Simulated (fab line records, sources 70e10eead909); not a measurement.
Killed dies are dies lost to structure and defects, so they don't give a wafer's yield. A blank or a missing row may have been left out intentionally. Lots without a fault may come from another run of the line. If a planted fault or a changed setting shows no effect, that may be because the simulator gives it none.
Chamber matching :: flow nand-harc :: rie-diel-12 running NHARC_A_BLC_STRIP_21: 4 sister chambers
The step strips in O2. 22 wafers are shown with their chamber, then 11 later ones without.

== WAFERS WITH THEIR CHAMBER ==
wafer: L296.1
chamber: 2
showerhead-plenum-p-Torr (Torr): 3.47
oes-product-au (a.u.): 1.010
throttle-valve-pct (%): 17.045

wafer: L296.3
chamber: 1
showerhead-plenum-p-Torr (Torr): 3.34
oes-product-au (a.u.): 1.012
throttle-valve-pct (%): 17.041

wafer: L296.5
chamber: 1
showerhead-plenum-p-Torr (Torr): 3.34
oes-product-au (a.u.): 1.016
throttle-valve-pct (%): 17.040

wafer: L295.1
chamber: 0
showerhead-plenum-p-Torr (Torr): 3.43
oes-product-au (a.u.): 0.998
throttle-valve-pct (%): 17.050

wafer: L295.2
chamber: 1
showerhead-plenum-p-Torr (Torr): 3.34
oes-product-au (a.u.): 1.013
throttle-valve-pct (%): 17.026

wafer: L295.4
chamber: 3
showerhead-plenum-p-Torr (Torr): 3.51
oes-product-au (a.u.): 1.008
throttle-valve-pct (%): 17.022

wafer: L297.1
chamber: 2
showerhead-plenum-p-Torr (Torr): 3.47
oes-product-au (a.u.): 0.995
throttle-valve-pct (%): 17.025

wafer: L297.3
chamber: 1
showerhead-plenum-p-Torr (Torr): 3.33
oes-product-au (a.u.): 1.002
throttle-valve-pct (%): 17.037

wafer: L297.4
chamber: 0
showerhead-plenum-p-Torr (Torr): 3.43
oes-product-au (a.u.): 0.994
throttle-valve-pct (%): 17.040

wafer: L299.3
chamber: 3
showerhead-plenum-p-Torr (Torr): 3.50
oes-product-au (a.u.): 0.988
throttle-valve-pct (%): 17.039

wafer: L299.4
chamber: 1
showerhead-plenum-p-Torr (Torr): 3.33
oes-product-au (a.u.): 1.013
throttle-valve-pct (%): 17.036

wafer: L299.6
chamber: 3
showerhead-plenum-p-Torr (Torr): 3.51
oes-product-au (a.u.): 1.002
throttle-valve-pct (%): 17.038

wafer: L309.3
chamber: 3
showerhead-plenum-p-Torr (Torr): 3.50
oes-product-au (a.u.): 0.994
throttle-valve-pct (%): 17.039

wafer: L309.5
chamber: 3
showerhead-plenum-p-Torr (Torr): 3.50
oes-product-au (a.u.): 1.010
throttle-valve-pct (%): 17.039

wafer: L309.6
chamber: 2
showerhead-plenum-p-Torr (Torr): 3.47
oes-product-au (a.u.): 0.995
throttle-valve-pct (%): 17.034

wafer: L311.1
chamber: 0
showerhead-plenum-p-Torr (Torr): 3.43
oes-product-au (a.u.): 0.976
throttle-valve-pct (%): 17.048

wafer: L311.3
chamber: 3
showerhead-plenum-p-Torr (Torr): 3.50
oes-product-au (a.u.): 1.004
throttle-valve-pct (%): 17.048

wafer: L311.5
chamber: 2
showerhead-plenum-p-Torr (Torr): 3.47
oes-product-au (a.u.): 0.995
throttle-valve-pct (%): 17.012

wafer: L312.2
chamber: 2
showerhead-plenum-p-Torr (Torr): 3.47
oes-product-au (a.u.): 0.995
throttle-valve-pct (%): 17.025

wafer: L312.4
chamber: 0
showerhead-plenum-p-Torr (Torr): 3.43
oes-product-au (a.u.): 0.973
throttle-valve-pct (%): 17.044

wafer: L312.6
chamber: 3
showerhead-plenum-p-Torr (Torr): 3.50
oes-product-au (a.u.): 1.006
throttle-valve-pct (%): 17.053

wafer: L317.2
chamber: 1
showerhead-plenum-p-Torr (Torr): 3.33
oes-product-au (a.u.): 1.008
throttle-valve-pct (%): 17.034

SIGNATURES (averages over the wafers above)
reading: showerhead-plenum-p-Torr
chamber 0: 3.4300
chamber 1: 3.3350
chamber 2: 3.4700
chamber 3: 3.5029
scatter within a chamber: 0.00403

reading: oes-product-au
chamber 0: 0.98525
chamber 1: 1.01067
chamber 2: 0.99800
chamber 3: 1.00171
scatter within a chamber: 0.00802

reading: throttle-valve-pct
chamber 0: 17.04550
chamber 1: 17.03567
chamber 2: 17.02820
chamber 3: 17.03971
scatter within a chamber: 0.00871
Rule: a wafer lies at a distance from a chamber equal to the root of the sum of squares, over the readings, of (its reading less the chamber's mean, divided by the reading's scatter). The wafer belongs to the nearest chamber; if the next one is less than 2 further off, it can't be placed. The scatter is the square root of a quotient: the sum, over the shown wafers, of each reading's squared deviation from its chamber's mean, divided by wafers minus chambers.

== WAFERS WITHOUT THEIR CHAMBER ==
wafer: L317.3
showerhead-plenum-p-Torr (Torr): 3.43
oes-product-au (a.u.): 0.969
throttle-valve-pct (%): 17.056

wafer: L317.4
showerhead-plenum-p-Torr (Torr): 3.50
oes-product-au (a.u.): 1.000
throttle-valve-pct (%): 17.034

wafer: L314.1
showerhead-plenum-p-Torr (Torr): 3.46
oes-product-au (a.u.): 0.978
throttle-valve-pct (%): 17.029

wafer: L314.3
showerhead-plenum-p-Torr (Torr): 3.43
oes-product-au (a.u.): 0.979
throttle-valve-pct (%): 17.036

wafer: L314.4
showerhead-plenum-p-Torr (Torr): 3.33
oes-product-au (a.u.): 1.010
throttle-valve-pct (%): 17.040

wafer: L315.1
showerhead-plenum-p-Torr (Torr): 3.46
oes-product-au (a.u.): 0.989
throttle-valve-pct (%): 17.022

wafer: L315.3
showerhead-plenum-p-Torr (Torr): 3.33
oes-product-au (a.u.): 1.013
throttle-valve-pct (%): 17.054

wafer: L315.5
showerhead-plenum-p-Torr (Torr): 3.50
oes-product-au (a.u.): 0.999
throttle-valve-pct (%): 17.027

wafer: L316.1
showerhead-plenum-p-Torr (Torr): 3.50
oes-product-au (a.u.): 1.002
throttle-valve-pct (%): 17.051

wafer: L316.2
showerhead-plenum-p-Torr (Torr): 3.43
oes-product-au (a.u.): 0.978
throttle-valve-pct (%): 17.040

wafer: L316.5
showerhead-plenum-p-Torr (Torr): 3.46
oes-product-au (a.u.): 0.993
throttle-valve-pct (%): 17.041

== WHICH CHAMBER EACH WENT THROUGH ==
wafer: L317.3
from the rows above: 0
in truth: 0

wafer: L317.4
from the rows above: 3
in truth: 3

wafer: L314.1
from the rows above: 2
in truth: 2

wafer: L314.3
from the rows above: 0
in truth: 0

wafer: L314.4
from the rows above: 1
in truth: 1

wafer: L315.1
from the rows above: 2
in truth: 2

wafer: L315.3
from the rows above: 1
in truth: 1

wafer: L315.5
from the rows above: 3
in truth: 3

wafer: L316.1
from the rows above: 3
in truth: 3

wafer: L316.2
from the rows above: 0
in truth: 0

wafer: L316.5
from the rows above: 2
in truth: 2
11 of 11 placed correctly. Left unplaced by these rows: 0. Number placed wrongly: 0.
